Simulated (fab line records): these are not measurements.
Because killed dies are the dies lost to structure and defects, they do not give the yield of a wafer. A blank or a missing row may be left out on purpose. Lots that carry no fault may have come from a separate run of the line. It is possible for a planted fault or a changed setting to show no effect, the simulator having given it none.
Chamber matching -- flow nand_harc -- NHARC_A_STAIRCASE_CMP_450 on cmp-01 has 4 sister chambers
The step polishes SiO2, target thk 200 nm. 8 wafers are shown with their chamber, then 8 later ones without.

== WAFERS WITH THEIR CHAMBER ==
wafer,chamber,motor_current_A (A),slurry_flow_ml_min
L080.6,0,13.0,149.5
L083.1,1,12.7,149.6
L083.2,2,11.9,149.1
L083.5,3,10.4,149.7
L087.1,3,10.6,151.1
L087.5,1,12.4,149.6
L087.6,2,12.0,150.3
L091.2,0,12.6,150.2

== WAFERS WHOSE CHAMBER IS MISSING ==
wafer,motor_current_A (A),slurry_flow_ml_min
L091.3,12.6,149.4
L091.6,12.6,150.6
L094.1,12.9,150.0
L094.3,12.1,150.2
L094.6,12.4,150.5
L097.2,12.2,149.9
L097.4,13.1,149.9
L097.5,13.0,149.7

== WHICH CHAMBER EACH ONE RAN IN ==
wafer,from the rows above,in truth
L091.3,can't be placed: 1 or 0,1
L091.6,can't be placed: 1 or 0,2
L094.1,can't be placed: 0 or 1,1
L094.3,can't be placed: 2 or 1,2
L094.6,can't be placed: 1 or 0 or 2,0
L097.2,can't be placed: 2 or 1 or 0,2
L097.4,can't be placed: 0 or 1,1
L097.5,can't be placed: 0 or 1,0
0 of 8 placed correctly. Cannot be placed on the basis of these rows: 8; the candidates contain the true chamber in 7. Wrongly placed: 0.
How it was worked out, from the rows above alone: a wafer's distance from a chamber is the root of the sum, over the readings, of the square of ((its reading less the chamber's mean) divided by the reading's scatter). The wafer belongs to the nearest chamber; if the next one is less than 2 further off, it can't be placed. Each chamber's mean is taken over the wafers shown for it. The scatter: the root of (the sum of the squares of (reading less its chamber's mean) over the shown wafers, divided by (wafers less chambers)).
